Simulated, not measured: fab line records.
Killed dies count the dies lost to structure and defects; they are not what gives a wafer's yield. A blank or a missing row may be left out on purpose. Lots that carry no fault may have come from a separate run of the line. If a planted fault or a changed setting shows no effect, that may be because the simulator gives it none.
fab line records | flow n5Finfet
record lots=24 wafers=72 lastDay=17
route steps=1938 shown BEOL_M1@786
lots with no fault: from the same line, run without faults
startH: the number of hours between the record's first day and the start of the first shown wafer of the lot | waitH: hours from the lot's prior step to this one | " repeats the value in the row above | L1.1+2: several wafers, shown together as one row | - no value, or no start was given | * or withheld: withheld | < > ~ a bound
route shown NAME@n: NAME is a module with steps in the file, n the number in the route of the first one | usual: the fault-free wafers' mean and standard deviation | same: alike in all rows | chamber/n: place in a boat | sites: per-site readings | _std_site: their standard deviation | _edge_site: outer sites' mean less inner sites' | radiusMm: how far each site lies from the wafer's centre | mask NAME#n: copy n | behind: the tool/chamber that last shaped the wafer | hold: reason for holding the lot/hours on hold/outcome of the hold | device: the transistor (n, p or np) that didn't switch | end of line: at the end of the route, the tests of the same wafers | a step without rows: its recipe alone | killed: count of dies lost to structure and defects at first sort (not the wafer's yield) | map: shows each die of a wafer: x if killed, . if not, _ if none is there
set.NAME: the setting as run; set.NAME@STEP: as run at that earlier step | model.NAME: the simulator's own value behind a step, which no gauge read
a sample of lots followed through the steps of the route, with each step as a table and each wafer as a row
services: when a tool's chamber went out of use (startH, in hours from the record's first day, below 0 if earlier), for how many hours, and the reason
## steps
# step N5_BEOL_M1_CD_MEAS_28
# recipe landingEnergyEv=500 detector=seInlens targetCdYNm=23.3
# usual cdNm=24.0/0.3
# columns lot.wafer tool chamber startH waitH cdNm
L076.3 cdSem-03 0 131.98 - 24.0
L076.5 " 0 " " 23.9
L076.6 " 0 " " 23.7
L074.2 cdSem-03 0 132.16 - 24.0
L074.4 " 0 " " 23.8
L074.5 " 0 " " 24.5
L075.1 cdSem-01 0 134.59 - 24.3
L075.2 " 0 " " 24.1
L075.5 " 0 " " 24.3
L077.2 cdSem-03 0 145.95 - 24.2
L077.3 " 0 " " 24.3
L077.4 " 0 " " 23.9
L078.2 cdSem-03 0 148.35 - 23.9
L078.3 " 0 " " 24.2
L078.4 " 0 " " 23.6
L079.2 cdSem-02 0 152.64 - 24.5
L079.3 " 0 " " 24.4
L079.6 " 0 " " 24.2
L080.3 cdSem-02 0 159.69 - 23.7
L080.4 " 0 " " 24.1
L080.6 " 0 " " 24.0
L081.3 cdSem-01 0 165.98 - 23.7
L081.4 " 0 " " 23.7
L081.6 " 0 " " 24.2
L082.1 cdSem-01 0 167.45 - 23.6
L082.2 " 0 " " 23.7
L082.3 " 0 " " 23.9
L083.2 cdSem-03 0 171.43 - 23.4
L083.5 " 0 " " 24.0
L083.6 " 0 " " 23.7
L084.2 cdSem-02 0 180.25 - 23.7
L084.3 " 0 " " 23.8
L084.4 " 0 " " 24.1
L085.1 cdSem-01 0 191.89 - 23.5
L085.4 " 0 " " 23.9
L085.5 " 0 " " 23.9
L086.1 cdSem-02 0 204.00 - 23.7
L086.2 " 0 " " 23.7
L086.6 " 0 " " 23.4
L088.2 cdSem-01 0 211.56 - 23.8
L088.5 " 0 " " 23.4
L088.6 " 0 " " 23.8
L087.1 cdSem-01 0 214.66 - 23.9
L087.2 " 0 " " 23.6
L087.4 " 0 " " 24.2
L089.1 cdSem-03 0 219.01 - 24.0
L089.4 " 0 " " 23.7
L089.6 " 0 " " 24.2
L090.1 cdSem-02 0 224.13 - 24.3
L090.3 " 0 " " 23.7
L090.5 " 0 " " 23.7
L091.2 cdSem-03 0 226.73 - 24.3
L091.4 " 0 " " 23.8
L091.6 " 0 " " 24.2
L092.2 cdSem-03 0 237.61 - 24.3
L092.4 " 0 " " 24.0
L092.6 " 0 " " 24.5
L094.1 cdSem-02 0 241.57 - 23.8
L094.5 " 0 " " 23.9
L094.6 " 0 " " 24.2
L093.2 cdSem-01 0 241.63 - 24.0
L093.3 " 0 " " 23.9
L093.5 " 0 " " 23.7
L095.1 cdSem-02 0 245.76 - 24.2
L095.2 " 0 " " 24.0
L095.5 " 0 " " 24.3
L096.2 cdSem-01 0 258.44 - 24.5
L096.4 " 0 " " 23.9
L096.6 " 0 " " 24.6
L097.3 cdSem-02 0 261.91 - 23.9
L097.5 " 0 " " 23.8
L097.6 " 0 " " 24.0
# step N5_BEOL_M1_DEGAS_44
# recipe ambient=vacuum tempC=250 timeS=60
# usual heaterPowerW=324/24
# columns lot.wafer tool chamber startH waitH heaterPowerW
L076.3 pvdSputter-02 - 133.62 0.0 372
L076.5 " - " " 342
L076.6 " - " " 306
L074.2 pvdSputter-02 - 138.60 0.3 346
L074.4 " - " " 380
L074.5 " - " " 355
L075.1 pvdSputter-03 - 138.65 0.3 312
L075.2 " - " " 315
L075.5 " - " " 289
L077.2 pvdSputter-03 - 148.33 0.2 329
L077.3 " - " " 317
L077.4 " - " " 315
L078.2 pvdSputter-03 - 151.89 0.5 288
L078.3 " - " " 326
L078.4 " - " " 317
L079.2 pvdSputter-01 - 154.44 0.1 340
L079.3 " - " " 336
L079.6 " - " " 320
L080.3 pvdSputter-01 - 166.12 0.4 324
L080.4 " - " " 357
L080.6 " - " " 340
L081.3 pvdSputter-02 - 170.62 0.5 317
L081.4 " - " " 367
L081.6 " - " " 314
L082.1 pvdSputter-02 - 173.72 0.3 302
L082.2 " - " " 311
L082.3 " - " " 372
L083.2 pvdSputter-02 - 177.76 0.2 308
L083.5 " - " " 305
L083.6 " - " " 306
L084.2 pvdSputter-02 - 186.01 0.5 370
L084.3 " - " " 310
L084.4 " - " " 312
L085.1 pvdSputter-03 - 194.46 0.6 317
L085.4 " - " " 310
L085.5 " - " " 285
L086.1 pvdSputter-02 - 205.28 0.3 344
L086.2 " - " " 317
L086.6 " - " " 345
L088.2 pvdSputter-02 - 213.55 0.3 314
L088.5 " - " " 375
L088.6 " - " " 309
L087.1 pvdSputter-02 - 217.72 0.2 301
L087.2 " - " " 371
L087.4 " - " " 316
L089.1 pvdSputter-02 - 227.20 0.3 349
L089.4 " - " " 372
L089.6 " - " " 370
L090.1 pvdSputter-01 - 232.44 0.2 354
L090.3 " - " " 341
L090.5 " - " " 354
L091.2 pvdSputter-03 - 232.48 0.1 327
L091.4 " - " " 311
L091.6 " - " " 313
L092.2 pvdSputter-02 - 243.67 0.1 303
L092.4 " - " " 369
L092.6 " - " " 299
L094.1 pvdSputter-01 - 244.20 0.4 324
L094.5 " - " " 323
L094.6 " - " " 347
L093.2 pvdSputter-03 - 244.26 0.3 304
L093.3 " - " " 315
L093.5 " - " " 292
L095.1 pvdSputter-03 - 248.82 0.1 308
L095.2 " - " " 291
L095.5 " - " " 287
L096.2 pvdSputter-02 - 260.39 0.1 341
L096.4 " - " " 305
L096.6 " - " " 313
L097.3 pvdSputter-03 - 266.16 0.5 313
L097.5 " - " " 309
L097.6 " - " " 311
# step N5_BEOL_M1_ALD_84
# recipe material=TaN targetThkA=* tempC=275 aldPrecursorFamily=PDMAT aldCoReactant=NH3 pressureTorr=3 carrierFlowSccm=1500 pulseTimeS=2 purgeTimeS=3 coReactantPurgeTimeS=2 coReactantPulseTimeS=3 aldCycles=30 precursorVesselTempC=75 precursorVesselPressureTorr=26.25 precursorVesselCarrierSccm=1000
# usual heaterPowerW=443/47
# columns lot.wafer tool chamber startH waitH heaterPowerW
L076.3 aldMetal-02 2 133.72 0.0 370
L076.5 " 1 " " 443
L076.6 " 2 " " 381
L074.2 aldMetal-02 0 138.70 0.0 480
L074.4 " 1 " " 459
L074.5 " 2 " " 379
L075.1 aldMetal-04 2 138.76 0.0 510
L075.2 " 3 " " 403
L075.5 " 3 " " 408
L077.2 aldMetal-03 0 148.43 0.0 517
L077.3 " 1 " " 404
L077.4 " 3 " " 404
L078.2 aldMetal-04 1 152.14 0.2 438
L078.3 " 3 " " 419
L078.4 " 2 " " 502
L079.2 aldMetal-04 0 154.56 0.1 469
L079.3 " 2 " " 506
L079.6 " 0 " " 473
L080.3 aldMetal-04 0 166.24 0.1 469
L080.4 " 3 " " 408
L080.6 " 2 " " 508
L081.3 aldMetal-04 0 170.72 0.0 466
L081.4 " 3 " " 404
L081.6 " 3 " " 410
L082.1 aldMetal-02 3 173.82 0.0 500
L082.2 " 2 " " 375
L082.3 " 1 " " 459
L083.2 aldMetal-03 0 177.86 0.0 515
L083.5 " 2 " " 385
L083.6 " 3 " " 401
L084.2 aldMetal-03 0 186.30 0.2 502
L084.3 " 1 " " 402
L084.4 " 3 " " 392
L085.1 aldMetal-04 1 194.58 0.1 431
L085.4 " 2 " " 505
L085.5 " 2 " " 505
L086.1 aldMetal-04 0 205.40 0.1 465
L086.2 " 2 " " 506
L086.6 " 3 " " 412
L088.2 aldMetal-03 2 213.65 0.0 382
L088.5 " 0 " " 518
L088.6 " 1 " " 399
L087.1 aldMetal-03 1 217.85 0.1 405
L087.2 " 0 " " 507
L087.4 " 2 " " 380
L089.1 aldMetal-04 2 227.30 0.0 514
L089.4 " 3 " " 391
L089.6 " 3 " " 405
L090.1 aldMetal-04 3 232.54 0.0 412
L090.3 " 0 " " 473
L090.5 " 3 " " 410
L091.2 aldMetal-03 3 232.73 0.2 411
L091.4 " 2 " " 385
L091.6 " 0 " " 505
L092.2 aldMetal-03 3 243.77 0.0 399
L092.4 " 2 " " 375
L092.6 " 2 " " 383
L094.1 aldMetal-03 0 244.30 0.0 512
L094.5 " 1 " " 402
L094.6 " 0 " " 512
L093.2 aldMetal-04 2 244.36 0.0 514
L093.3 " 0 " " 463
L093.5 " 3 " " 401
L095.1 aldMetal-02 3 249.10 0.2 486
L095.2 " 2 " " 385
L095.5 " 3 " " 473
L096.2 aldMetal-02 3 260.50 0.0 485
L096.4 " 0 " " 485
L096.6 " 1 " " 442
L097.3 aldMetal-02 2 266.49 0.3 372
L097.5 " 1 " " 452
L097.6 " 2 " " 369
# step N5_BEOL_M1_SPUTTER_79
# recipe material=Cu targetThkA=45 tempC=-20 chamberPressurePa=0.07 powerW=withheld timeS=8.29
# usual throttleValvePct=29.8/1
# columns lot.wafer tool chamber startH waitH throttleValvePct
L076.3 pvdSputter-02 - 136.28 0.1 27.6
L076.5 " - " " 30.9
L076.6 " - " " 29.5
L074.2 pvdSputter-03 - 139.67 0.1 29.7
L074.4 " - " " 30.0
L074.5 " - " " 28.5
L075.1 pvdSputter-02 - 139.81 0.1 27.9
L075.2 " - " " 29.6
L075.5 " - " " 29.7
L077.2 pvdSputter-02 - 149.16 0.1 29.5
L077.3 " - " " 31.2
L077.4 " - " " 27.8
L078.2 pvdSputter-03 - 153.07 0.1 29.9
L078.3 " - " " 30.0
L078.4 " - " " 29.4
L079.2 pvdSputter-02 - 155.40 0.1 29.7
L079.3 " - " " 27.9
L079.6 " - " " 29.7
L080.3 pvdSputter-02 - 167.08 0.1 29.6
L080.4 " - " " 30.9
L080.6 " - " " 30.9
L081.3 pvdSputter-02 - 171.76 0.1 31.1
L081.4 " - " " 29.5
L081.6 " - " " 29.7
L082.1 pvdSputter-02 - 174.56 0.1 31.0
L082.2 " - " " 29.6
L082.3 " - " " 27.8
L083.2 pvdSputter-01 - 178.88 0.1 29.1
L083.5 " - " " 31.8
L083.6 " - " " 30.9
L084.2 pvdSputter-03 - 187.08 0.1 29.9
L084.3 " - " " 30.4
L084.4 " - " " 29.9
L085.1 pvdSputter-02 - 195.74 0.1 31.1
L085.4 " - " " 27.9
L085.5 " - " " 29.6
L086.1 pvdSputter-02 - 206.34 0.1 29.9
L086.2 " - " " 29.9
L086.6 " - " " 29.7
L088.2 pvdSputter-01 - 214.53 0.1 29.2
L088.5 " - " " 29.8
L088.6 " - " " 31.1
L087.1 pvdSputter-02 - 219.06 0.1 31.0
L087.2 " - " " 27.9
L087.4 " - " " 29.2
L089.1 pvdSputter-03 - 228.04 0.1 29.5
L089.4 " - " " 30.1
L089.6 " - " " 29.5
L090.1 pvdSputter-03 - 233.48 0.1 29.6
L090.3 " - " " 30.0
L090.5 " - " " 29.3
L091.2 pvdSputter-01 - 233.98 0.1 31.8
L091.4 " - " " 29.8
L091.6 " - " " 31.5
L092.2 pvdSputter-03 - 244.56 0.1 30.2
L092.4 " - " " 30.4
L092.6 " - " " 29.8
L094.1 pvdSputter-02 - 245.85 0.1 31.3
L094.5 " - " " 28.0
L094.6 " - " " 29.9
L093.2 pvdSputter-03 - 246.40 0.1 30.3
L093.3 " - " " 29.4
L093.5 " - " " 28.6
L095.1 pvdSputter-02 - 251.27 0.1 29.6
L095.2 " - " " 27.8
L095.5 " - " " 29.8
L096.2 pvdSputter-01 - 261.41 0.1 29.7
L096.4 " - " " 29.3
L096.6 " - " " 31.0
L097.3 pvdSputter-01 - 267.81 0.1 29.0
L097.5 " - " " 31.7
L097.6 " - " " 29.3
# step N5_BEOL_M1_SPUTTER_88
# recipe material=Cu targetThkA=45 tempC=-20 chamberPressurePa=0.07 powerW=withheld timeS=8.29
# usual throttleValvePct=29.9/1
# columns lot.wafer tool chamber startH waitH throttleValvePct
L076.3 pvdSputter-02 - 136.94 0.1 27.6
L076.5 " - " " 31.0
L076.6 " - " " 29.6
L074.2 pvdSputter-03 - 140.33 0.1 29.5
L074.4 " - " " 29.9
L074.5 " - " " 28.5
L075.1 pvdSputter-02 - 140.47 0.1 27.8
L075.2 " - " " 29.5
L075.5 " - " " 29.6
L077.2 pvdSputter-02 - 149.82 0.1 29.5
L077.3 " - " " 31.3
L077.4 " - " " 27.8
L078.2 pvdSputter-03 - 153.73 0.1 29.9
L078.3 " - " " 30.2
L078.4 " - " " 29.5
L079.2 pvdSputter-02 - 156.06 0.1 29.6
L079.3 " - " " 28.0
L079.6 " - " " 29.7
L080.3 pvdSputter-02 - 167.74 0.1 29.5
L080.4 " - " " 31.1
L080.6 " - " " 31.3
L081.3 pvdSputter-02 - 172.42 0.1 30.7
L081.4 " - " " 29.8
L081.6 " - " " 29.9
L082.1 pvdSputter-02 - 175.22 0.1 31.0
L082.2 " - " " 29.6
L082.3 " - " " 28.0
L083.2 pvdSputter-01 - 179.54 0.1 29.1
L083.5 " - " " 31.7
L083.6 " - " " 30.9
L084.2 pvdSputter-03 - 187.74 0.1 29.6
L084.3 " - " " 30.2
L084.4 " - " " 29.9
L085.1 pvdSputter-02 - 196.40 0.1 30.9
L085.4 " - " " 27.6
L085.5 " - " " 29.5
L086.1 pvdSputter-02 - 207.00 0.1 29.5
L086.2 " - " " 29.6
L086.6 " - " " 29.6
L088.2 pvdSputter-01 - 215.19 0.1 29.2
L088.5 " - " " 29.7
L088.6 " - " " 30.7
L087.1 pvdSputter-02 - 219.72 0.1 30.8
L087.2 " - " " 27.8
L087.4 " - " " 29.5
L089.1 pvdSputter-03 - 228.70 0.1 29.5
L089.4 " - " " 30.3
L089.6 " - " " 29.3
L090.1 pvdSputter-03 - 234.14 0.1 29.5
L090.3 " - " " 29.6
L090.5 " - " " 29.7
L091.2 pvdSputter-01 - 234.64 0.1 31.7
L091.4 " - " " 30.0
L091.6 " - " " 31.4
L092.2 pvdSputter-03 - 245.22 0.1 30.0
L092.4 " - " " 30.1
L092.6 " - " " 30.1
L094.1 pvdSputter-02 - 246.51 0.1 31.1
L094.5 " - " " 27.8
L094.6 " - " " 29.6
L093.2 pvdSputter-03 - 247.06 0.1 30.1
L093.3 " - " " 29.5
L093.5 " - " " 28.6
L095.1 pvdSputter-02 - 251.93 0.1 29.7
L095.2 " - " " 28.0
L095.5 " - " " 29.7
L096.2 pvdSputter-01 - 262.07 0.1 29.7
L096.4 " - " " 29.4
L096.6 " - " " 31.1
L097.3 pvdSputter-01 - 268.47 0.1 29.2
L097.5 " - " " 31.7
L097.6 " - " " 29.1
# step N5_BEOL_M1_SPUTTER_96
# recipe material=Cu targetThkA=45 tempC=-20 chamberPressurePa=0.07 powerW=withheld timeS=8.29
# usual throttleValvePct=29.8/1
# columns lot.wafer tool chamber startH waitH throttleValvePct
L076.3 pvdSputter-02 - 137.82 0.1 27.7
L076.5 " - " " 30.8
L076.6 " - " " 29.6
L074.2 pvdSputter-03 - 141.21 0.1 29.7
L074.4 " - " " 29.8
L074.5 " - " " 28.9
L075.1 pvdSputter-02 - 141.35 0.1 27.8
L075.2 " - " " 29.8
L075.5 " - " " 29.5
L077.2 pvdSputter-02 - 150.70 0.1 29.6
L077.3 " - " " 31.1
L077.4 " - " " 27.8
L078.2 pvdSputter-03 - 154.61 0.1 30.0
L078.3 " - " " 30.1
L078.4 " - " " 29.4
L079.2 pvdSputter-02 - 156.94 0.1 29.6
L079.3 " - " " 27.7
L079.6 " - " " 29.3
L080.3 pvdSputter-02 - 168.62 0.1 29.5
L080.4 " - " " 31.2
L080.6 " - " " 30.8
L081.3 pvdSputter-02 - 173.30 0.1 31.1
L081.4 " - " " 29.7
L081.6 " - " " 29.5
L082.1 pvdSputter-02 - 176.10 0.1 31.2
L082.2 " - " " 29.7
L082.3 " - " " 27.9
L083.2 pvdSputter-01 - 180.42 0.1 29.3
L083.5 " - " " 31.7
L083.6 " - " " 31.0
L084.2 pvdSputter-03 - 188.62 0.1 29.4
L084.3 " - " " 30.0
L084.4 " - " " 30.3
L085.1 pvdSputter-02 - 197.28 0.1 30.8
L085.4 " - " " 27.8
L085.5 " - " " 29.7
L086.1 pvdSputter-02 - 207.88 0.1 29.6
L086.2 " - " " 29.6
L086.6 " - " " 29.8
L088.2 pvdSputter-01 - 216.07 0.1 29.0
L088.5 " - " " 29.8
L088.6 " - " " 30.9
L087.1 pvdSputter-02 - 220.60 0.1 31.4
L087.2 " - " " 27.7
L087.4 " - " " 29.2
L089.1 pvdSputter-03 - 229.58 0.1 29.6
L089.4 " - " " 29.8
L089.6 " - " " 29.5
L090.1 pvdSputter-03 - 235.02 0.1 29.6
L090.3 " - " " 30.0
L090.5 " - " " 29.6
L091.2 pvdSputter-01 - 235.52 0.1 31.7
L091.4 " - " " 30.0
L091.6 " - " " 31.6
L092.2 pvdSputter-03 - 246.10 0.1 30.0
L092.4 " - " " 30.3
L092.6 " - " " 30.3
L094.1 pvdSputter-02 - 247.39 0.1 30.9
L094.5 " - " " 27.9
L094.6 " - " " 29.7
L093.2 pvdSputter-03 - 247.94 0.1 30.3
L093.3 " - " " 29.4
L093.5 " - " " 28.5
L095.1 pvdSputter-02 - 252.81 0.1 29.7
L095.2 " - " " 27.8
L095.5 " - " " 29.6
L096.2 pvdSputter-01 - 262.95 0.1 30.0
L096.4 " - " " 29.6
L096.6 " - " " 30.9
L097.3 pvdSputter-01 - 269.35 0.1 29.0
L097.5 " - " " 31.5
L097.6 " - " " 29.2
## services
# columns tool chamber startH hours kind
pvdSputter-01 - 113.29 2.6 repair
pvdSputter-01 - 116.88 4.3 repair
aldMetal-02 - 186.28 0.5 repair
aldMetal-04 1 258.31 4.8 repair
aldMetal-04 - 259.49 0.8 repair
## key
fault none
